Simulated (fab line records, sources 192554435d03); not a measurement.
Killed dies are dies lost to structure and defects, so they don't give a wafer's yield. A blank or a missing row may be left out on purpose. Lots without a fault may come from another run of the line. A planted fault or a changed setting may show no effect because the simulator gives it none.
Chamber matching | flow n5_finfet | N5_BEOL_M9_ILD_DEP_00 on pecvd-04: 3 sister chambers
The step deposits SiCOH lowk from DEMS/porogen, target thk 308.51 nm, time 58 s. 16 wafers are shown with their chamber, then 8 later ones without.

WAFERS WITH THEIR CHAMBER
wafer  | chamber | showerhead_vpp_V (V) | showerhead_plenum_p_Torr (Torr) | throttle_valve_pct (%)
L077.1 | 2       | 1368                 | 5.728                           | 12.6
L077.3 | 0       | 1337                 | 5.762                           | 13.6
L077.4 | 2       | 1401                 | 5.725                           | 12.9
L079.1 | 1       | 1463                 | 5.720                           | 13.2
L079.5 | 2       | 1415                 | 5.731                           | 12.9
L079.6 | 1       | 1469                 | 5.710                           | 13.5
L080.1 | 2       | 1411                 | 5.727                           | 12.8
L080.3 | 1       | 1476                 | 5.699                           | 13.2
L080.4 | 2       | 1390                 | 5.732                           | 12.6
L083.2 | 2       | 1383                 | 5.726                           | 12.6
L083.5 | 1       | 1476                 | 5.713                           | 13.2
L083.6 | 2       | 1390                 | 5.734                           | 12.6
L085.2 | 2       | 1393                 | 5.718                           | 12.9
L085.3 | 0       | 1356                 | 5.757                           | 13.7
L085.6 | 1       | 1453                 | 5.714                           | 13.3
L092.4 | 0       | 1339                 | 5.763                           | 13.7

SIGNATURES (means of the wafers above)
reading                  | chamber 0 | chamber 1 | chamber 2 | scatter within a chamber
showerhead_vpp_V         | 1344.00   | 1467.40   | 1393.88   | 13
showerhead_plenum_p_Torr | 5.76067   | 5.71120   | 5.72762   | 0.00577
throttle_valve_pct       | 13.667    | 13.280    | 12.738    | 0.134
Rule: a wafer's distance from a chamber is the root of the sum, over the readings, of the square of ((its reading less the chamber's mean) divided by the reading's scatter). The wafer belongs to the nearest chamber; if the next one is less than 2 further off, it can't be placed. The scatter: the root of (the sum of the squares of (reading less its chamber's mean) over the shown wafers, divided by (wafers less chambers)).

WAFERS WITHOUT THEIR CHAMBER
wafer  | showerhead_vpp_V (V) | showerhead_plenum_p_Torr (Torr) | throttle_valve_pct (%)
L092.5 | 1315                 | 5.777                           | 13.5
L092.6 | 1417                 | 5.729                           | 12.7
L095.2 | 1420                 | 5.717                           | 12.8
L095.4 | 1322                 | 5.769                           | 13.4
L095.6 | 1335                 | 5.766                           | 13.6
L097.1 | 1479                 | 5.706                           | 13.1
L097.2 | 1377                 | 5.732                           | 13.1
L097.5 | 1341                 | 5.755                           | 13.5

WHICH CHAMBER EACH WENT THROUGH
wafer  | from the rows above | in truth
L092.5 | 0                   | 0
L092.6 | 2                   | 2
L095.2 | 2                   | 2
L095.4 | 0                   | 0
L095.6 | 0                   | 0
L097.1 | 1                   | 1
L097.2 | 2                   | 2
L097.5 | 0                   | 0
Placed correctly: 8 of 8. Can't be placed from these rows: 0. Placed wrongly: 0.
